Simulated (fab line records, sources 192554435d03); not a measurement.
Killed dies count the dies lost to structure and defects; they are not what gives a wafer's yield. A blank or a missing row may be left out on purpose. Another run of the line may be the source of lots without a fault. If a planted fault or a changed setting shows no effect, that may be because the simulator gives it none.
One fault seen from 3 desks -- flow n5-finfet -- only its own numbers are on each desk; what lay behind them is given at the end

== FOR THE TOOL OWNER'S DESK: rie-diel-05 ==
The tool's own readings at N5_BEOL_M8_ETCH_62 (etches SOC in N2/H2, target depth 110 nm, overetch 22 nm, time 165 s): means of the sampled wafers that have a number, for each lot that ran on this tool. The brackets show how far a lot's mean lies from the usual mean; more than 4 standard deviations puts the lot out of limits, marked OUT.
Columns: A = bias-w at N5_BEOL_M8_ETCH_62, usual 150.0 W; B = drypump-motor-current-A at N5_BEOL_M8_ETCH_62, usual 5.8 A; C = oes-product-au at N5_BEOL_M8_ETCH_62, usual 0.66 a.u.; D = rf-fwd-power-W at N5_BEOL_M8_ETCH_62, usual 837.6 W; E = rf-vpp-V at N5_BEOL_M8_ETCH_62, usual 523.9 V; F = showerhead-plenum-p-Torr at N5_BEOL_M8_ETCH_62, usual 2.55 Torr; G = throttle-valve-pct at N5_BEOL_M8_ETCH_62, usual 17.9 %
lot,first seen here,A,B,C,D,E,F,G
L663,day 9 18:17,149.9,5.4,0.59,840.8,526.1,2.57,17.9
L674,day 12 17:53,149.8,5.2,0.69,838.2,525.8,2.60,17.9
L676,day 13 00:30,150.2,5.2,0.57,838.7,525.3,2.56,18.1
L675,day 13 03:00,149.9,5.8,0.60,838.4,522.0,2.49,18.1
Finding of this desk: none of the 4 lots has anything out of limits.

== THE DEFECT DESK ==
Lot by lot, what the route's inspections counted, given as the mean of those sampled wafers with a number. The brackets show how far a lot's mean lies from the usual mean; more than 4 standard deviations puts the lot out of limits, marked OUT.
Columns: A = raw-defect-count at N5_BEOL_M8_INSPECT_13, usual 423
lot,first seen here,A
L663,day 9 17:31,571
L670,day 11 20:30,339
L674,day 12 17:41,514
L676,day 13 00:22,435
L675,day 13 02:53,294
L681,day 14 08:13,376
L686,day 15 17:29,423
Finding of this desk: none of the 7 lots has anything out of limits.

== THE METROLOGY DESK ==
What the gauges read, lot by lot, whatever tool the lot ran on: means of the sampled wafers that have a number. The brackets show how far a lot's mean lies from the usual mean; more than 4 standard deviations puts the lot out of limits, marked OUT.
Columns: A = cd-nm at N5_BEOL_M8_CD_MEAS_11, usual 38.5 nm; B = M8_OVL at N5_BEOL_M8_OVL_MEAS_12, usual -0.1 nm
lot,first seen here,A,B
L663,day 9 17:28,38.8,0.3
L670,day 11 20:26,38.7,0.0
L674,day 12 17:37,38.8,-0.4
L676,day 13 00:19,37.6,-0.5
L675,day 13 02:49,38.5,-0.6
L681,day 14 08:10,39.2,-0.3
L686,day 15 17:26,38.3,-0.3
Finding of this desk: none of the 7 lots has anything out of limits.

== ALL TOGETHER ==
The desk of the tool owner found nothing out of limits.
The defect desk saw nothing out of limits.
Metrology desk: nothing out of limits seen.

== WHAT THE SIMULATOR HAD PUT IN ==
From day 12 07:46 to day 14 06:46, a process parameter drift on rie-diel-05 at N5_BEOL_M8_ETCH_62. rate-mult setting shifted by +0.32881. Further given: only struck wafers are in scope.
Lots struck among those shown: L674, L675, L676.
